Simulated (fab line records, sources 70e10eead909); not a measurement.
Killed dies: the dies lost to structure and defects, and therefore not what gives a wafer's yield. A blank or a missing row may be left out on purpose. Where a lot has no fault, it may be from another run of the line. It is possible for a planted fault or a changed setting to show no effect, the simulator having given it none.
8D (eight disciplines) problem report, filled in by code ; flow nand-harc ; the parts of the form that need people (team, actions taken, sign-off) are left out

1. WHAT IS WRONG
Wafers without a fault read 128.2 s, standard deviation 0.47; run-length-s at NHARC_A_STAIRCASE_ETCH_169 reads a mean of 111.2 s on 2 wafers belonging to 2 lots. That is -36 standard deviations from the usual mean.
The step: etches the open film in CH3F/O2, target depth 50 nm, time 107.1 s.
First observed at day 13 02:22: wafer L263.4, on rie-diel-09. Wafers with a number at this step in the record: 37, from 13 lots. Rule for "out", or "out of limits": more than 4 standard deviations from the usual mean. All remaining wafers that have a number are taken as sound.

2. WHAT THIS IS AND IS NOT
question;is;is not
which readings at this step;run-length-s;drypump-motor-current-A, oes-product-au, rf-vpp-V, showerhead-plenum-p-Torr, throttle-valve-pct
which lots;L263, L264;L253, L254, L255, L256, L257, L269, L271, L272, L274, L275, L276
which wafers of those lots;L263.4, L264.6;L263.3, L264.3
read on which tools;rie-diel-09;rie-diel-01, rie-diel-08
when;from day 13 02:22;"up to then (16 sound wafers); but 19 sound wafers of L264, L269, L271, L272, L274, L275, L276 came after"

3. SUSPECTS, AND WHAT RULES EACH OUT
Counting: any tool at a process step up to the reading remains a suspect provided it ran every lot that is out. Sound lots after the first of them don't rule it out here, since some wafers of a struck lot are sound.
- rie-diel-10 at NHARC_A_CHANNEL_FILL_D1_STRIP_29 (strips in O2, time 20 s): kept. It processed each lot that is out (first: L263, day 13 01:28); up to then, its last sound lot is L257 (day 11 23:50). With no start given for some of its lots, NHARC_A_CHANNEL_FILL_D1_STRIP_29 uses the hours and lot order of NHARC_A_STAIRCASE_DEP_156.
- rie-diel-09 at NHARC_A_STAIRCASE_ETCH_169 (etches the open film in CH3F/O2, target depth 50 nm, time 107.1 s): kept. It processed each lot that is out (first: L263, day 13 02:22); up to then, its last sound lot is L257 (day 12 00:50). Its own readings are out on those wafers: run-length-s.
The count leaves rie-diel-09 at NHARC_A_STAIRCASE_ETCH_169 and rie-diel-10 at NHARC_A_CHANNEL_FILL_D1_STRIP_29.

4. THE CAUSE (what the simulator had put in)
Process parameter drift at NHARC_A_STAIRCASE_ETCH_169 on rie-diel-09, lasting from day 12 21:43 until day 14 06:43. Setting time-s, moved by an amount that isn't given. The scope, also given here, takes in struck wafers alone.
Of the 2 suspects that counting leaves, this tool is one.

5. THE CHAIN OF EFFECTS, in route order
Each row: a reading where the mean over the struck wafers with a number is more than 3 standard deviations away from the usual. Readings are gone through only where the record gives a usual standard deviation; hours: the median, over the lots, of the time from a lot's start at the first step in this table giving one to that lot's start at this step; sigmas: the change measured in usual standard deviations.
hours;step;reading;usual;on struck wafers;change;sigmas
0;NHARC_A_STAIRCASE_ETCH_169;run-length-s;128.2 s;111.2;-17.0;-36
Its process steps:
- NHARC_A_STAIRCASE_ETCH_169: etches the open film in CH3F/O2, target depth 50 nm, time 107.1 s.
Later measuring or inspecting steps at which every struck wafer that the step has a row for has a number for every such reading, and none has moved that far: NHARC_END_SORT_01.

6. WHAT WOULD HAVE CAUGHT IT SOONER
First out-of-limits reading in this record: day 13 02:22, which is 5 hours after fault onset at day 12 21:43.
